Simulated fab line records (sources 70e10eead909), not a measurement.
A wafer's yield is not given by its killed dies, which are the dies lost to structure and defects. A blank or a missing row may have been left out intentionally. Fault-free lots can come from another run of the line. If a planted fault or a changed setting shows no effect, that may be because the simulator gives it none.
Struck lot and sound lot, side by side | flow nand-harc | 14 out of 1159 route steps
Sound: wafers L577.2, L577.3, L577.4. Wafers struck: L576.3, L576.4, L576.5. At the end, the cause is stated.
For every step that has rows: the tool of each side, followed by ch and its chambers, followed by its first start. Under that, the readings that differ: sound wafers | struck wafers | difference of the means | sigmas: that difference in standard deviations of wafers without a fault.
alike: a reading whose means differ by less than 2 such deviations, as well as words and numbers matching on both sides. not compared: withheld readings; readings where some wafer has no value; bounds like >300 that might hide an equal value; numbers whose values overlap and for which the record gives no deviation.
Wherever a step has rows on one side only, a row that says differs or no value, or a row with sigmas, the two part there. When numbers do not overlap yet have no deviation, they are printed without sigmas and do not part them. A reading that every wafer of one side lacks parts them only if that side has two wafers or more.

NHARC_P_M1_PRE_CLEAN_30: time 30 s.
  sound on pvd-sputter-02; struck on pvd-sputter-03
  alike: heater-power-w
NHARC_P_M1_PVD_20: deposits TaN, target thk 5 nm, time 8.06 s.
  sound on pvd-sputter-02; struck on pvd-sputter-03
  alike: cathode-dc-power-W, throttle-valve-pct
NHARC_P_M1_PVD_21: deposits Cu, target thk 30 nm, time 20.49 s.
  sound on pvd-sputter-02; struck on pvd-sputter-03
  alike: cathode-dc-power-W, throttle-valve-pct
then, 1 step without rows for these wafers: NHARC_P_M1_ECD_22 (material Cu, target thk 400 nm).
NHARC_P_M1_ANNEAL_31: time 90 s.
  sound on rtp-anneal-02 ch 0, day 8 16:54; struck on rtp-anneal-02 ch 0, day 8 11:45
  reading          | sound                | struck               | difference | sigmas
  wafer_temp_C_max | 226.03 225.62 225.80 | 225.37 225.07 225.32 | -0.56      | -2
then, 1 step without rows for these wafers: NHARC_P_M1_CMP_23 (polishes, t overpolish 20 s, target thk 157.82 nm).
NHARC_P_M1_THK_MEAS_24: measures by xrf.
  sound on film-metro-01 at day 8 17:31; struck on film-metro-01 at day 8 12:20
  reading     | sound             | struck            | difference | sigmas
  thk-nm (nm) | 155.4 156.5 157.3 | 161.2 161.1 161.6 | +4.9       | +3
then, 1 step without rows for these wafers: NHARC_P_M1_SRD_25.
NHARC_P_M1_INSPECT_27:
  sound on defect-inspect-01 at day 8 17:40; struck on defect-inspect-01 at day 8 12:29
  alike: raw-defect-count
then, 1 step without rows for these wafers: NHARC_P_M1_PRE_CLEAN_32 (time 12 s).
NHARC_P_M1_DEP_33: deposits SiCN, target thk 30 nm.
  sound on pecvd-01 ch 0,1,2, day 8 17:52; struck on pecvd-04 ch 1,2, day 8 12:38
  alike: heater-power-w
NHARC_P_M2_DEP_00: deposits SiOC, target thk 182.5 nm.
  sound on pecvd-01 ch 0,1, day 8 18:13; struck on pecvd-01 ch 0,1,2, day 8 13:44
then, 1 step without rows for these wafers: NHARC_P_M2_DEHYDRATE_01 (time 120 s).
-- record jumps: 13 days between struck wafers' starts before vs after; left off in module P_M2, resumes in module END, first step shown is number 1159 of the route --
NHARC_END_SORT_01:
  sound on prober-01 ch 0, day 22 22:50; struck on prober-01 ch 0, day 21 18:17
  reading                  | sound          | struck         | difference | sigmas
  defect-limited-yield (%) | 95.7 95.4 95.9 | 0 0 0          | -96        | -74
  killed-at-periphery      | 3 3 3          | 630 643 643    | +636       | +99 or more
  killed-dies              | 29 31 28       | 677 677 677    | +648       | +73
  sort_bin_2_pct (%)       | 1.0 1.6 1.6    | 94.5 95.3 96.3 | +94.0      | +99 or more
  sort-n-pass              | 648 646 649    | 0 0 0          | -648       | -73
  sort-rim-yield-pct (%)   | 93 99 93       | 0 0 0          | -95        | -31
  sort-yield-pct (%)       | 95.7 95.4 95.9 | 0 0 0          | -96        | -74
  alike: killed-at-array, killed-at-other, killed-open, killed-short, sort_bin_3_pct, sort_bin_4_pct

WHERE THEY PART
At NHARC_P_M1_ANNEAL_31 first; at NHARC_END_SORT_01 last (within this record only).

WHY: what had been put in by the simulator
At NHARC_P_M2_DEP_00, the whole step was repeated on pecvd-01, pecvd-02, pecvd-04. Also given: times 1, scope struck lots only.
